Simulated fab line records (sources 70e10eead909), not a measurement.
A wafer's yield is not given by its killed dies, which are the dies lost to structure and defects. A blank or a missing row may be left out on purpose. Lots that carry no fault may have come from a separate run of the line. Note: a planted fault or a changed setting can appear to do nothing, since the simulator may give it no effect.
Chamber matching + flow nand_harc + NHARC_A_CONTACT_DESCUM_74 on rie_diel-13: 4 sister chambers
The step chemistry O2, time 3 s. 4 wafers are shown with their chamber, then 7 later ones without.

EACH WAFER AND ITS CHAMBER
| wafer  | chamber | showerhead_plenum_p_Torr (Torr) |
|--------|---------|---------------------------------|
| L083.1 | 0       | 1.81                            |
| L093.3 | 1       | 1.90                            |
| L095.1 | 2       | 1.81                            |
| L095.4 | 3       | 1.92                            |

WAFERS WITHOUT THEIR CHAMBER
| wafer  | showerhead_plenum_p_Torr (Torr) |
|--------|---------------------------------|
| L095.6 | 1.90                            |
| L096.3 | 1.81                            |
| L096.4 | 1.90                            |
| L096.5 | 1.90                            |
| L094.2 | 1.80                            |
| L094.4 | 1.92                            |
| L094.6 | 1.90                            |

WHICH CHAMBER EACH ONE RAN IN
| wafer  | from the rows above     | in truth |
|--------|-------------------------|----------|
| L095.6 | 1                       | 1        |
| L096.3 | can't be placed: 0 or 2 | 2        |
| L096.4 | 1                       | 1        |
| L096.5 | 1                       | 1        |
| L094.2 | can't be placed: 0 or 2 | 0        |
| L094.4 | 3                       | 3        |
| L094.6 | 1                       | 1        |
Placed correctly: 5 of 7. Not placeable from these rows: 2 (in 2, the candidates include the true chamber). Placed wrongly: 0.
How it was worked out, from the rows above alone: a wafer's distance from a chamber is the root of the sum, over the readings, of the square of ((its reading less the chamber's mean) divided by the reading's scatter). If the next closest chamber is less than 2 further off than the closest, the wafer can't be placed; otherwise it belongs to the closest. The mean given for a chamber averages the wafers shown for that chamber. The scatter: with one shown wafer a chamber, the root of the mean of the squares of how far each hidden wafer lies from its nearest shown one.
